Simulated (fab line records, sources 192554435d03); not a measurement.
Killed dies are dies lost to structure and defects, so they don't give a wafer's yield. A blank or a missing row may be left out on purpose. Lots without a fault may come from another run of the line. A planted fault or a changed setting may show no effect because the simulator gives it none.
fab line records | flow n5_finfet
record lots=24 wafers=72 last_day=17
route steps=1938 shown BEOL_M7@1286 BEOL_M8@1335
lots that met no fault: from a run of the same line without faults
start_h: hours from the record's first day to the start of the lot's first wafer shown | wait_h: hours since the lot's step before | " the same as in the row above | L1.1+2: a row that stands for several wafers | - no value, or no start given | * or withheld: withheld | < > ~ a bound
route shown NAME@n: a module of which the file shows steps, and the number in the route of the first | usual: mean/standard deviation of fault-free wafers | same: alike in all rows | chamber/n: place in a boat | sites: the reading at each site | _std_site: their standard deviation | _edge_site: outer sites' mean less inner sites' | radius_mm: how far each site lies from the wafer's centre | mask NAME#n: copy n | behind: the tool/chamber that last shaped the wafer | hold: why the lot was held/for how many hours/how that ended | device: the transistor (n, p or np) that didn't switch | end of line: the same wafers' tests at the end of the route | a step without rows: its recipe alone | killed: dies lost to structure and defects at the first sort, not the wafer's yield | map: a wafer's dies, x killed, . not, _ none there
set.NAME: the setting as run; set.NAME@STEP: as run at that earlier step | model.NAME: the simulator's own value behind a step, which no gauge read
steps of the route over a sample of lots; a table a step, a row a wafer
services: from which hour (start_h, from the record's first day; less than 0 if before it) a tool's chamber was out of use, for how many hours, and why
## steps
# step N5_BEOL_M7_CD_MEAS_18
# recipe pitch_nm=80 target_cd_nm=40
# usual cd_nm=40.0/0.56
# columns lot.wafer tool chamber start_h wait_h cd_nm
L074.1 cd_sem-01 - 190.79 0.0 39.1
L074.4 " - " " 39.9
L074.6 " - " " 39.5
L075.1 cd_sem-01 - 192.93 0.0 39.8
L075.4 " - " " 41.5
L075.6 " - " " 40.3
L076.2 cd_sem-02 - 203.78 0.1 39.9
L076.3 " - " " 39.8
L076.4 " - " " 39.3
L077.2 cd_sem-02 - 209.26 0.1 39.6
L077.3 " - " " 39.4
L077.5 " - " " 39.6
L079.3 cd_sem-03 - 217.99 0.1 40.3
L079.4 " - " " 41.3
L079.5 " - " " 39.8
L078.1 cd_sem-03 - 218.51 0.0 40.7
L078.2 " - " " 39.9
L078.3 " - " " 39.9
L080.2 cd_sem-02 - 223.86 0.1 41.1
L080.3 " - " " 40.4
L080.6 " - " " 39.9
L082.1 cd_sem-01 - 225.15 0.0 40.1
L082.4 " - " " 40.3
L082.5 " - " " 40.2
L081.2 cd_sem-03 - 226.93 0.1 40.3
L081.3 " - " " 40.6
L081.4 " - " " 39.7
L083.1 cd_sem-03 - 229.59 0.0 39.2
L083.5 " - " " 39.0
L083.6 " - " " 39.0
L084.1 cd_sem-03 - 249.61 0.0 40.0
L084.2 " - " " 39.9
L084.4 " - " " 39.4
L085.3 cd_sem-02 - 264.64 0.1 39.3
L085.4 " - " " 39.9
L085.5 " - " " 39.1
L086.1 cd_sem-02 - 265.20 0.0 39.6
L086.2 " - " " 38.8
L086.4 " - " " 39.9
L087.2 cd_sem-03 - 268.02 0.1 40.1
L087.4 " - " " 39.8
L087.5 " - " " 39.8
L088.3 cd_sem-02 - 268.58 0.1 39.6
L088.4 " - " " 40.2
L088.5 " - " " 40.2
L089.1 cd_sem-02 - 271.61 0.0 39.4
L089.2 " - " " 39.5
L089.6 " - " " 39.9
L090.1 cd_sem-02 - 287.45 0.0 40.7
L090.4 " - " " 40.4
L090.5 " - " " 40.7
L091.3 cd_sem-03 - 287.93 0.1 40.8
L091.4 " - " " 39.8
L091.5 " - " " 40.2
L092.1 cd_sem-03 - 290.46 0.0 39.2
L092.2 " - " " 39.9
L092.5 " - " " 39.7
L093.3 cd_sem-03 - 303.45 0.1 39.7
L093.4 " - " " 39.2
L093.6 " - " " 39.8
L094.1 cd_sem-02 - 312.85 0.0 40.2
L094.4 " - " " 40.3
L094.5 " - " " 40.3
L095.1 cd_sem-03 - 315.65 0.0 40.0
L095.4 " - " " 40.9
L095.6 " - " " 39.4
L096.3 cd_sem-01 - 315.92 0.1 39.0
L096.5 " - " " 39.7
L096.6 " - " " 39.8
L097.1 cd_sem-02 - 322.83 0.0 40.2
L097.2 " - " " 39.8
L097.5 " - " " 39.5
# step N5_BEOL_M8_PECVD_70
# recipe material=SiO2 target_thk_a=200 temp_c=400 precursor=TEOS/O2 pressure_torr=5.5 rf_w=450 teos_flow_sccm=53.8 gas=O2 flow_sccm=3000 time_s=22.7
# usual chamber_pressure_Torr=5.498/0.013 heater_power_w=711/81 showerhead_plenum_p_Torr=8.77/0.06 showerhead_vpp_V=1321/73 throttle_valve_pct=22.0/0.73
# columns lot.wafer tool chamber start_h wait_h chamber_pressure_Torr heater_power_w showerhead_plenum_p_Torr showerhead_vpp_V since_wet_clean_h throttle_valve_pct
L074.1 pecvd-03 0 197.36 0.0 5.492 630 8.75 1340 901 22.1
L074.4 " 1 " " 5.513 763 8.79 1303 - 22.6
L074.6 " 0 " " 5.513 632 8.75 1354 - 22.1
L075.1 pecvd-02 1 198.07 0.0 5.539 738 8.76 1154 1446 23.1
L075.4 " 1 " " 5.508 763 8.76 1166 - 23.0
L075.6 " 0 " " 5.507 805 8.81 1339 - 21.1
L076.2 pecvd-02 0 209.74 0.0 5.476 694 8.79 1357 310 21.2
L076.3 " 1 " " 5.503 691 8.80 1174 - 22.9
L076.4 " 0 " " 5.484 698 8.80 1343 - 21.0
L077.2 pecvd-02 0 214.06 0.0 5.496 790 8.82 1375 315 21.1
L077.3 " 0 " " 5.487 789 8.80 1332 - 21.2
L077.5 " 0 " " 5.488 792 8.81 1351 - 20.9
L079.3 pecvd-04 0 221.79 0.1 5.493 642 8.71 1291 - 22.6
L079.4 " 1 " " 5.508 690 8.85 1348 - 21.6
L079.5 " 0 " " 5.497 632 8.70 1276 - 22.7
L078.1 pecvd-04 1 224.36 0.0 5.508 720 8.88 1334 1834 22.0
L078.2 " 0 " " 5.499 674 8.70 1312 1109 22.5
L078.3 " 2 " " 5.485 869 8.79 1460 355 21.3
L080.2 pecvd-03 2 230.51 0.0 5.501 621 8.68 1260 180 20.5
L080.3 " 1 " " 5.488 696 8.78 1308 1659 23.0
L080.6 " 1 " " 5.496 702 8.78 1305 - 22.7
L082.1 pecvd-03 1 231.40 0.0 5.508 849 8.80 1322 1660 23.1
L082.4 " 0 " " 5.500 648 8.75 1351 - 22.2
L082.5 " 1 " " 5.518 829 8.82 1309 - 22.7
L081.2 pecvd-02 2 233.47 0.0 5.484 777 8.72 1444 2 21.3
L081.3 " 0 " " 5.495 746 8.78 1335 334 20.8
L081.4 " 0 " " 5.479 769 8.82 1387 - 21.1
L083.1 pecvd-04 0 235.35 0.0 5.502 657 8.70 1290 1120 22.5
L083.5 " 0 " " 5.487 667 8.74 1300 - 22.6
L083.6 " 1 " " 5.486 730 8.86 1333 - 21.9
L084.1 pecvd-03 0 254.45 0.0 5.506 679 8.71 1323 958 22.0
L084.2 " 2 " " 5.505 626 8.69 1270 204 20.7
L084.4 " 2 " " 5.485 630 8.66 1274 - 20.9
L085.3 pecvd-04 1 269.72 0.0 5.496 682 8.88 1347 1880 22.1
L085.4 " 0 " " 5.488 685 8.70 1297 - 22.7
L085.5 " 1 " " 5.503 681 8.87 1360 - 21.8
L086.1 pecvd-03 1 270.31 0.0 5.528 839 8.79 1293 1699 22.7
L086.2 " 0 " " 5.479 598 8.74 1347 974 22.0
L086.4 " 0 " " 5.488 619 8.74 1341 - 22.2
L087.2 pecvd-03 0 271.89 0.0 5.508 690 8.73 1365 976 22.1
L087.4 " 0 " " 5.495 691 8.75 1367 - 22.1
L087.5 " 1 " " 5.512 789 8.78 1305 - 22.7
L088.3 pecvd-04 2 272.41 0.0 5.497 817 8.81 1451 404 21.5
L088.4 " 2 " " 5.483 848 8.78 1422 - 21.4
L088.5 " 1 " " 5.504 666 8.90 1327 - 22.0
L089.1 pecvd-03 1 278.79 0.0 5.509 834 8.79 1303 1708 22.5
L089.2 " 0 " " 5.506 720 8.76 1349 983 21.9
L089.6 " 0 " " 5.496 739 8.73 1339 - 22.0
L091.3 pecvd-02 1 293.66 0.0 5.476 729 8.77 1158 1541 22.9
L091.4 " 0 " " 5.499 753 8.78 1358 - 21.5
L091.5 " 1 " " 5.489 737 8.76 1173 - 22.8
L090.1 pecvd-04 0 293.77 0.0 5.503 598 8.71 1288 1179 22.7
L090.4 " 0 " " 5.507 589 8.72 1302 - 22.4
L090.5 " 1 " " 5.484 692 8.88 1332 - 21.8
L092.1 pecvd-02 1 295.05 0.0 5.489 723 8.77 1160 1543 22.9
L092.2 " 2 " " 5.483 763 8.75 1414 64 21.6
L092.5 " 0 " " 5.517 818 8.81 1328 - 21.3
L093.3 pecvd-03 1 310.52 0.0 5.491 846 8.76 1299 1739 22.6
L093.4 " 1 " " 5.482 847 8.81 1327 - 22.7
L093.6 " 0 " " 5.499 710 8.76 1339 - 22.2
L094.1 pecvd-03 1 320.82 0.0 5.492 813 8.80 1315 1750 22.7
L094.4 " 1 " " 5.479 825 8.80 1322 - 22.7
L094.5 " 2 " " 5.482 615 8.66 1251 - 20.9
L095.1 pecvd-04 2 324.89 0.0 5.463 783 8.78 1463 456 21.8
L095.4 " 1 " " 5.478 725 8.89 1342 - 21.8
L095.6 " 0 " " 5.493 660 8.71 1313 - 22.8
L096.3 pecvd-03 2 325.72 0.0 5.508 596 8.64 1271 276 21.1
L096.5 " 2 " " 5.498 590 8.67 1265 - 20.7
L096.6 " 0 " " 5.481 698 8.75 1362 - 22.3
L097.1 pecvd-04 0 328.47 0.0 5.517 673 8.71 1301 1214 22.8
L097.2 " 1 " " 5.501 614 8.89 1318 1939 22.0
L097.5 " 0 " " 5.499 667 8.70 1291 - 22.7
# step N5_BEOL_M8_CD_MEAS_18
# recipe pitch_nm=80 target_cd_nm=40
# usual cd_nm=40.2/0.64
# columns lot.wafer tool chamber start_h wait_h cd_nm
L074.1 cd_sem-02 - 200.14 0.0 38.4
L074.4 " - " " 39.3
L074.6 " - " " 39.8
L075.1 cd_sem-03 - 200.62 0.0 38.8
L075.4 " - " " 40.8
L075.6 " - " " 40.1
L076.2 cd_sem-01 - 211.86 0.1 40.6
L076.3 " - " " 40.0
L076.4 " - " " 39.7
L077.2 cd_sem-03 - 215.66 0.1 39.6
L077.3 " - " " 38.8
L077.5 " - " " 38.9
L079.3 cd_sem-01 - 223.93 0.1 39.8
L079.4 " - " " 39.5
L079.5 " - " " 40.3
L078.1 cd_sem-01 - 226.00 0.0 39.2
L078.2 " - " " 39.9
L078.3 " - " " 39.1
L080.2 cd_sem-02 - 232.03 0.1 40.8
L080.3 " - " " 40.5
L080.6 " - " " 39.4
L082.1 cd_sem-02 - 232.71 0.0 39.9
L082.4 " - " " 40.1
L082.5 " - " " 39.9
L081.2 cd_sem-02 - 234.98 0.1 40.9
L081.3 " - " " 41.5
L081.4 " - " " 42.1
L083.1 cd_sem-01 - 238.19 0.1 41.0
L083.5 " - " " 39.7
L083.6 " - " " 40.3
L084.1 cd_sem-01 - 256.46 0.0 40.1
L084.2 " - " " 40.5
L084.4 " - " " 40.3
L085.3 cd_sem-01 - 271.11 0.1 40.9
L085.4 " - " " 40.1
L085.5 " - " " 39.9
L086.1 cd_sem-02 - 271.29 0.0 39.4
L086.2 " - " " 39.8
L086.4 " - " " 40.1
L087.2 cd_sem-02 - 276.03 0.1 40.0
L087.4 " - " " 40.3
L087.5 " - " " 39.9
L088.3 cd_sem-01 - 276.31 0.1 40.9
L088.4 " - " " 40.9
L088.5 " - " " 40.2
L089.1 cd_sem-03 - 282.31 0.0 40.6
L089.2 " - " " 40.4
L089.6 " - " " 39.4
L091.3 cd_sem-02 - 295.32 0.1 40.0
L091.4 " - " " 40.9
L091.5 " - " " 39.8
L090.1 cd_sem-03 - 295.45 0.0 40.7
L090.4 " - " " 39.3
L090.5 " - " " 39.8
L092.1 cd_sem-03 - 298.58 0.1 39.4
L092.2 " - " " 40.5
L092.5 " - " " 40.6
L093.3 cd_sem-01 - 313.31 0.1 40.5
L093.4 " - " " 40.5
L093.6 " - " " 40.9
L094.1 cd_sem-01 - 322.46 0.0 40.7
L094.4 " - " " 39.7
L094.5 " - " " 40.6
L095.1 cd_sem-01 - 327.90 0.0 40.8
L095.4 " - " " 39.9
L095.6 " - " " 39.9
L096.3 cd_sem-01 - 328.08 0.1 40.0
L096.5 " - " " 40.3
L096.6 " - " " 39.7
L097.1 cd_sem-03 - 330.74 0.1 40.6
L097.2 " - " " 40.7
L097.5 " - " " 40.5
# step N5_BEOL_M8_ETCH_66
# recipe chemistry=N2/H2 target=SOC target_depth_a=800 overetch_a=160 mask_material=SiARC temp_c=40 time_s=120 ion_energy_ev=200 pressure_mtorr=30 source_w=840 bias_w=150 n2_flow_sccm=200 h2_flow_sccm=200
# usual chamber_pressure_mTorr=30.00/0.03 drypump_motor_current_A=5.5/0.5 oes_product_au=0.59/0.06 rf_vpp_V=524/3 showerhead_plenum_p_Torr=2.54/0.11 throttle_valve_pct=17.92/0.2
# columns lot.wafer tool chamber start_h wait_h chamber_pressure_mTorr drypump_motor_current_A oes_product_au rf_hours_counter_h rf_vpp_V showerhead_plenum_p_Torr throttle_valve_pct
L074.1 rie_diel-04 2 202.47 0.0 30.01 6.3 0.64 64 522 2.48 17.93
L074.4 " 1 " " 30.04 5.9 0.56 185 520 2.44 17.79
L074.6 " 1 " " 29.98 5.9 0.56 - 521 2.44 17.80
L075.1 rie_diel-05 0 203.70 0.0 30.00 5.9 0.58 131 527 2.65 18.04
L075.4 " 1 " " 30.06 5.1 0.67 49 521 2.47 17.66
L075.6 " 3 " " 30.03 6.4 0.53 - 520 2.39 17.90
L076.2 rie_diel-05 3 213.22 0.0 29.99 6.4 0.52 245 521 2.39 17.90
L076.3 " 0 " " 30.04 5.9 0.57 134 527 2.65 18.01
L076.4 " 1 " " 29.96 5.1 0.66 51 523 2.47 17.65
L077.2 rie_diel-06 1 216.39 0.0 30.03 5.6 0.55 199 522 2.52 18.28
L077.3 " 2 " " 30.02 5.3 0.55 197 524 2.53 18.10
L077.5 " 2 " " 30.03 5.3 0.56 - 524 2.53 18.09
L079.3 rie_diel-04 3 224.53 0.0 30.01 5.1 0.58 142 525 2.54 17.89
L079.4 " 2 " " 29.95 6.3 0.64 - 522 2.47 17.96
L079.5 " 1 " " 29.99 5.9 0.56 - 520 2.43 17.82
L078.1 rie_diel-04 1 228.20 0.0 30.00 5.8 0.56 196 520 2.43 17.80
L078.2 " 3 " " 30.04 5.1 0.57 144 523 2.54 17.90
L078.3 " 2 " " 29.99 6.3 0.63 74 521 2.47 17.96
L080.2 rie_diel-04 1 232.70 0.0 29.95 5.9 0.56 197 520 2.43 17.81
L080.3 " 3 " " 29.96 5.1 0.58 145 524 2.54 17.90
L080.6 " 1 " " 29.99 5.9 0.56 - 519 2.43 17.83
L082.1 rie_diel-05 1 233.37 0.0 29.99 5.1 0.65 60 523 2.47 17.69
L082.4 " 1 " " 30.00 5.1 0.64 - 523 2.47 17.68
L082.5 " 0 " " 29.95 5.9 0.57 - 526 2.64 18.05
L081.2 rie_diel-04 1 236.17 0.0 29.99 5.9 0.56 198 520 2.43 17.83
L081.3 " 0 " " 30.04 5.8 0.52 231 527 2.62 18.04
L081.4 " 3 " " 29.98 5.1 0.57 146 523 2.53 17.91
L083.1 rie_diel-06 3 238.73 0.0 30.07 4.9 0.71 22 529 2.71 17.87
L083.5 " 1 " " 30.02 5.6 0.55 - 523 2.52 18.29
L083.6 " 2 " " 30.03 5.3 0.55 - 525 2.52 18.11
L084.1 rie_diel-05 1 257.93 0.0 30.04 5.1 0.64 70 521 2.47 17.69
L084.2 " 2 " " 29.99 5.4 0.64 81 528 2.70 17.77
L084.4 " 3 " " 30.02 6.4 0.74 4 527 2.70 17.50
L085.3 rie_diel-06 1 274.58 0.0 30.00 5.6 0.54 222 524 2.51 18.29
L085.4 " 0 " " 30.01 4.8 0.56 191 519 2.41 17.70
L085.5 " 0 " " 30.01 4.8 0.56 - 520 2.41 17.70
L086.1 rie_diel-05 0 274.81 0.0 29.95 5.9 0.57 157 527 2.64 18.07
L086.2 " 3 " " 29.96 6.4 0.72 9 528 2.70 17.50
L086.4 " 1 " " 30.01 5.1 0.64 76 522 2.46 17.71
L087.2 rie_diel-06 2 276.54 0.0 30.01 5.3 0.53 221 524 2.52 18.14
L087.4 " 1 " " 30.03 5.6 0.54 223 522 2.51 18.31
L087.5 " 3 " " 30.03 4.9 0.69 - 526 2.70 17.90
L088.3 rie_diel-04 2 276.87 0.0 30.02 6.3 0.62 90 521 2.47 17.98
L088.4 " 0 " " 29.96 5.7 0.52 247 525 2.61 18.06
L088.5 " 1 " " 30.01 5.9 0.55 - 520 2.43 17.86
L089.1 rie_diel-06 1 283.16 0.0 29.98 5.6 0.54 225 523 2.51 18.30
L089.2 " 0 " " 29.98 4.8 0.56 195 522 2.41 17.72
L089.6 " 0 " " 30.05 4.8 0.56 - 521 2.41 17.72
L091.3 rie_diel-06 3 296.47 0.0 30.01 4.8 0.68 43 529 2.70 17.91
L091.4 " 1 " " 30.00 5.6 0.54 229 522 2.51 18.31
L091.5 " 1 " " 29.97 5.6 0.54 - 523 2.51 18.31
L090.1 rie_diel-06 0 297.27 0.0 29.99 4.8 0.56 200 521 2.41 17.72
L090.4 " 2 " " 29.97 5.3 0.53 227 523 2.51 18.14
L090.5 " 1 " " 30.04 5.6 0.54 - 523 2.51 18.31
L092.1 rie_diel-05 1 299.31 0.0 30.00 5.1 0.63 85 521 2.46 17.72
L092.2 " 2 " " 29.91 5.4 0.63 95 528 2.69 17.79
L092.5 " 1 " " 29.97 5.1 0.64 - 522 2.46 17.72
L093.3 rie_diel-06 1 313.81 0.0 30.00 5.6 0.54 236 523 2.51 18.32
L093.4 " 3 " " 30.02 4.9 0.66 50 527 2.70 17.92
L093.6 " 3 " " 29.99 4.9 0.66 - 530 2.70 17.91
L094.1 rie_diel-06 3 322.97 0.0 29.98 4.9 0.66 53 527 2.70 17.93
L094.4 " 0 " " 30.00 4.8 0.55 209 521 2.40 17.73
L094.5 " 2 " " 30.02 5.3 0.53 - 522 2.51 18.16
L096.3 rie_diel-05 2 329.02 0.0 30.00 5.4 0.62 105 527 2.69 17.79
L096.5 " 1 " " 29.99 5.1 0.62 - 521 2.46 17.73
L096.6 " 0 " " 30.05 5.9 0.55 - 527 2.63 18.10
L095.1 rie_diel-06 1 329.37 0.0 30.00 5.6 0.54 241 524 2.51 18.34
L095.4 " 3 " " 30.02 4.9 0.66 56 528 2.70 17.93
L095.6 " 2 " " 30.01 5.3 0.53 - 523 2.51 18.18
L097.1 rie_diel-04 0 331.55 0.0 30.03 5.8 0.73 8 526 2.61 17.66
L097.2 " 1 " " 30.04 5.8 0.55 234 520 2.42 17.88
L097.5 " 1 " " 29.98 5.8 0.54 - 521 2.42 17.88
# step N5_BEOL_M8_OCD_MEAS_38
# usual trench_depth_nm=93.1/1.7
# columns lot.wafer tool chamber start_h wait_h trench_depth_nm
L074.1 ocd-02 - 202.82 - 94.1
L074.4 " - " " 91.4
L074.6 " - " " 92.4
L075.1 ocd-01 - 204.05 - 95.6
L075.4 " - " " 91.5
L075.6 " - " " 89.4
L076.2 ocd-02 - 213.57 - 92.3
L076.3 " - " " 92.7
L076.4 " - " " 89.3
L077.2 ocd-02 - 216.75 - 93.9
L077.3 " - " " 94.8
L077.5 " - " " 93.1
L079.3 ocd-02 - 224.88 - 94.1
L079.4 " - " " 95.3
L079.5 " - " " 93.1
L078.1 ocd-02 - 228.56 - 92.3
L078.2 " - " " 93.6
L078.3 " - " " 94.1
L080.2 ocd-01 - 233.05 - 93.1
L080.3 " - " " 92.7
L080.6 " - " " 92.7
L082.1 ocd-02 - 233.71 - 92.2
L082.4 " - " " 93.0
L082.5 " - " " 94.8
L081.2 ocd-02 - 236.52 - 93.1
L081.3 " - " " 89.8
L081.4 " - " " 93.0
L083.1 ocd-02 - 239.08 - 95.6
L083.5 " - " " 94.4
L083.6 " - " " 94.0
L084.1 ocd-02 - 258.28 - 94.2
L084.2 " - " " 91.8
L084.4 " - " " 93.5
L085.3 ocd-01 - 274.93 - 95.3
L085.4 " - " " 93.7
L085.5 " - " " 93.3
L086.1 ocd-02 - 275.16 - 94.9
L086.2 " - " " 92.2
L086.4 " - " " 93.0
L087.2 ocd-01 - 276.89 - 93.3
L087.4 " - " " 93.5
L087.5 " - " " 95.0
L088.3 ocd-02 - 277.22 - 95.7
L088.4 " - " " 89.1
L088.5 " - " " 92.8
L089.1 ocd-02 - 283.51 - 92.7
L089.2 " - " " 91.6
L089.6 " - " " 90.8
L091.3 ocd-01 - 296.82 - 95.8
L091.4 " - " " 92.9
L091.5 " - " " 92.1
L090.1 ocd-02 - 297.62 - 92.7
L090.4 " - " " 93.7
L090.5 " - " " 92.8
L092.1 ocd-01 - 299.65 - 93.0
L092.2 " - " " 89.6
L092.5 " - " " 93.1
L093.3 ocd-01 - 314.16 - 93.3
L093.4 " - " " 95.2
L093.6 " - " " 95.8
L094.1 ocd-02 - 323.32 - 94.8
L094.4 " - " " 92.2
L094.5 " - " " 93.4
L096.3 ocd-01 - 329.37 - 89.9
L096.5 " - " " 93.0
L096.6 " - " " 94.6
L095.1 ocd-01 - 329.72 - 95.7
L095.4 " - " " 96.3
L095.6 " - " " 94.4
L097.1 ocd-02 - 331.90 - 92.4
L097.2 " - " " 91.4
L097.5 " - " " 91.8
# step N5_BEOL_M8_PRE_CLEAN_45
# recipe gas=H2/He time_s=30 temp_c=250
# usual heater_power_w=329/26
# columns lot.wafer tool chamber start_h wait_h heater_power_w
L074.1 pvd_sputter-03 - 203.97 0.0 319
L074.4 " - " " 297
L074.6 " - " " 283
L075.1 pvd_sputter-02 - 204.87 0.0 344
L075.4 " - " " 311
L075.6 " - " " 319
L076.2 pvd_sputter-02 - 214.76 0.0 355
L076.3 " - " " 315
L076.4 " - " " 354
L077.2 pvd_sputter-02 - 217.70 0.0 358
L077.3 " - " " 364
L077.5 " - " " 362
L079.3 pvd_sputter-02 - 226.07 0.0 331
L079.4 " - " " 365
L079.5 " - " " 377
L078.1 pvd_sputter-02 - 229.63 0.0 318
L078.2 " - " " 366
L078.3 " - " " 366
L080.2 pvd_sputter-03 - 234.27 0.0 286
L080.3 " - " " 306
L080.6 " - " " 307
L082.1 pvd_sputter-03 - 236.54 0.0 319
L082.4 " - " " 325
L082.5 " - " " 322
L081.2 pvd_sputter-03 - 237.72 0.0 327
L081.3 " - " " 300
L081.4 " - " " 330
L083.1 pvd_sputter-01 - 240.92 0.0 347
L083.5 " - " " 344
L083.6 " - " " 304
L084.1 pvd_sputter-02 - 259.47 0.0 316
L084.2 " - " " 352
L084.4 " - " " 352
L085.3 pvd_sputter-03 - 275.56 0.0 283
L085.4 " - " " 305
L085.5 " - " " 282
L086.1 pvd_sputter-03 - 275.80 0.0 339
L086.2 " - " " 318
L086.4 " - " " 297
L087.2 pvd_sputter-02 - 277.69 0.0 349
L087.4 " - " " 354
L087.5 " - " " 344
L088.3 pvd_sputter-03 - 278.04 0.0 319
L088.4 " - " " 326
L088.5 " - " " 318
L089.1 pvd_sputter-01 - 284.35 0.0 307
L089.2 " - " " 341
L089.6 " - " " 351
L091.3 pvd_sputter-03 - 297.70 0.0 297
L091.4 " - " " 327
L091.5 " - " " 326
L090.1 pvd_sputter-02 - 298.20 0.0 324
L090.4 " - " " 357
L090.5 " - " " 348
L092.1 pvd_sputter-02 - 300.56 0.0 361
L092.2 " - " " 324
L092.5 " - " " 359
L093.3 pvd_sputter-03 - 315.17 0.0 334
L093.4 " - " " 320
L093.6 " - " " 276
L094.1 pvd_sputter-03 - 323.91 0.0 318
L094.4 " - " " 334
L094.5 " - " " 333
L096.3 pvd_sputter-01 - 330.39 0.0 318
L096.5 " - " " 322
L096.6 " - " " 307
L095.1 pvd_sputter-02 - 330.61 0.0 320
L095.4 " - " " 352
L095.6 " - " " 370
L097.1 pvd_sputter-02 - 333.75 0.0 356
L097.2 " - " " 316
L097.5 " - " " 371
## services
# columns tool chamber start_h hours kind
pecvd-03 0 184.91 1.8 repair
pecvd-03 1 187.01 2.1 scheduled_down
rie_diel-04 - 212.56 0.5 repair
rie_diel-05 0 213.29 4.7 repair
rie_diel-06 - 216.71 2.8 pm
pecvd-04 2 218.71 5.5 scheduled_down
pecvd-02 1 220.64 5.0 repair
rie_diel-04 0 224.29 7.6 repair
rie_diel-05 3 226.40 - clean
rie_diel-05 3 226.40 - consumable_replace:focus_ring
rie_diel-05 3 226.40 - consumable_replace:showerhead
rie_diel-05 3 226.40 20.0 scheduled_down
rie_diel-05 3 226.40 20.0 vent_cycle
rie_diel-04 - 228.63 2.8 pm
rie_diel-06 3 258.82 2.4 repair
rie_diel-04 0 292.44 - clean
pecvd-04 1 311.01 5.5 scheduled_down
pecvd-03 1 312.99 7.4 repair
pvd_sputter-02 - 316.01 7.5 repair
pecvd-02 - 316.90 14.6 pm
rie_diel-04 3 323.85 12.5 repair
pecvd-04 - 324.94 0.9 repair
rie_diel-04 2 328.65 1.8 repair
rie_diel-06 1 330.77 13.6 repair
## key
fault none
